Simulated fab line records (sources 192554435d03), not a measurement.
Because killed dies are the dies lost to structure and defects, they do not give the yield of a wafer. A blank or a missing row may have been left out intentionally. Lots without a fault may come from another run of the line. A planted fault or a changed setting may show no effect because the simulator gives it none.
Tool commonality check + flow n5 finfet + Lots sampled 9, wafers sampled 27

## THE REASON FOR OPENING IT
Flagged at N5_SD_EPI_P_EPI_MEAS_23: reading thk nm, on 3 of 9 lots. No-fault wafers: 61.1 nm, standard deviation 1.1.
Rule: a lot is flagged when every wafer of it that has a number lies more than 4 standard deviations from that mean, or none has a number. The rest of the lots are taken to be sound.

| lot  | measured    | on            | thk nm (nm), wafer by wafer | flag    |
|------|-------------|---------------|-----------------------------|---------|
| L878 | day 3 11:06 | film metro-01 | 62.1 62.1 62.0              |         |
| L886 | day 5 15:32 | film metro-01 | 1.3 0.5 2.3                 | FLAGGED |
| L887 | day 5 23:39 | film metro-02 | 2.2 0.8 0.5                 | FLAGGED |
| L888 | day 6 08:12 | film metro-02 | 2.9 1.7 3.0                 | FLAGGED |
| L890 | day 6 15:11 | film metro-01 | 60.2 61.6 61.0              |         |
| L893 | day 7 06:17 | film metro-02 | 62.4 61.4 60.1              |         |
| L894 | day 7 08:31 | film metro-01 | 61.9 60.4 60.6              |         |
| L898 | day 8 10:02 | film metro-01 | 60.2 60.9 60.0              |         |
| L899 | day 8 15:38 | film metro-02 | 60.5 62.1 62.7              |         |
The mean of the flagged lots' numbers is 1.7 nm, -59.4 nm from the usual (-54 standard deviations).

## LOT BY LOT: THE TOOL USED
The record holds 3 process steps before the reading, out of a route of 1938 steps. Each cell gives the tool, then ch followed by the chambers the sampled wafers passed through, then the start.
| lot  | flag    | N5_SD_EPI_N_SD_RECESS_17        | N5_SD_EPI_P_ETCHBACK_46           | N5_SD_EPI_P_SD_RECESS_17        |
|------|---------|---------------------------------|-----------------------------------|---------------------------------|
| L878 |         | rie si-03 ch 0,1,3, day 3 02:52 | rie diel-06 ch 1,2,3, day 3 07:56 | rie si-02 ch 0,2,3, day 3 08:12 |
| L886 | FLAGGED | rie si-01 ch 1,2,3, day 5 07:23 | rie diel-03 ch 0,1,3, day 5 11:33 | rie si-05 ch 0,3, day 5 11:49   |
| L887 | FLAGGED | rie si-04 ch 0,2, day 5 14:52   | rie diel-06 ch 0,2,3, day 5 19:38 | rie si-02 ch 1,2, day 5 19:55   |
| L888 | FLAGGED | rie si-03 ch 0,2,3, day 6 00:16 | rie diel-06 ch 1,2, day 6 05:03   | rie si-05 ch 0,2, day 6 05:19   |
| L890 |         | rie si-01 ch 1,2,3, day 6 07:09 | rie diel-06 ch 1,2,3, day 6 12:03 | rie si-06 ch 0,1,2, day 6 12:19 |
| L893 |         | rie si-01 ch 1,3, day 6 20:44   | rie diel-03 ch 0,3, day 7 01:10   | rie si-02 ch 0,1,3, day 7 01:26 |
| L894 |         | rie si-04 ch 0,1,2, day 7 01:13 | rie diel-03 ch 0,3, day 7 05:23   | rie si-02 ch 1,2,3, day 7 05:39 |
| L898 |         | rie si-04 ch 1,2, day 8 02:45   | rie diel-06 ch 0,1,2, day 8 06:55 | rie si-05 ch 2,3, day 8 07:11   |
| L899 |         | rie si-01 ch 0,1, day 8 08:14   | rie diel-03 ch 0,1, day 8 12:29   | rie si-06 ch 2,3, day 8 12:45   |
What is done by these steps:
- N5_SD_EPI_N_SD_RECESS_17: chemistry HBr/Cl2/O2, target depth 41 nm, time 23.7 s, bt time 3 s.
- N5_SD_EPI_P_ETCHBACK_46: etches SiNx in CH3F/O2, stops on SiO2, target depth 17.5 nm.
- N5_SD_EPI_P_SD_RECESS_17: chemistry HBr/Cl2/O2, target depth 39.1 nm, bt time 3 s.
- N5_SD_EPI_P_EPI_MEAS_23

## FLAGGED OVER TOTAL, TOOL BY TOOL (the gauges that took the reading come last)
| step                     | tool          | lots run | flagged | share of the flagged lots | sound lots run after its first flagged lot |
|--------------------------|---------------|----------|---------|---------------------------|--------------------------------------------|
| N5_SD_EPI_N_SD_RECESS_17 | rie si-01     | 4        | 1       | some                      | 3 (L890,L893,L899)                         |
| N5_SD_EPI_N_SD_RECESS_17 | rie si-03     | 2        | 1       | some                      | 0                                          |
| N5_SD_EPI_N_SD_RECESS_17 | rie si-04     | 3        | 1       | some                      | 2 (L894,L898)                              |
| N5_SD_EPI_P_ETCHBACK_46  | rie diel-03   | 4        | 1       | some                      | 3 (L893,L894,L899)                         |
| N5_SD_EPI_P_ETCHBACK_46  | rie diel-06   | 5        | 2       | some                      | 2 (L890,L898)                              |
| N5_SD_EPI_P_SD_RECESS_17 | rie si-02     | 4        | 1       | some                      | 2 (L893,L894)                              |
| N5_SD_EPI_P_SD_RECESS_17 | rie si-05     | 3        | 2       | some                      | 1 (L898)                                   |
| N5_SD_EPI_P_SD_RECESS_17 | rie si-06     | 2        | 0       | none                      | -                                          |
| N5_SD_EPI_P_EPI_MEAS_23  | film metro-01 | 5        | 1       | some                      | 3 (L890,L894,L898)                         |
| N5_SD_EPI_P_EPI_MEAS_23  | film metro-02 | 4        | 2       | some                      | 2 (L893,L899)                              |

## WHAT THE TABLE ALLOWS
No row of the table ran every flagged lot.

## WHAT THE SIMULATOR HAD PUT IN
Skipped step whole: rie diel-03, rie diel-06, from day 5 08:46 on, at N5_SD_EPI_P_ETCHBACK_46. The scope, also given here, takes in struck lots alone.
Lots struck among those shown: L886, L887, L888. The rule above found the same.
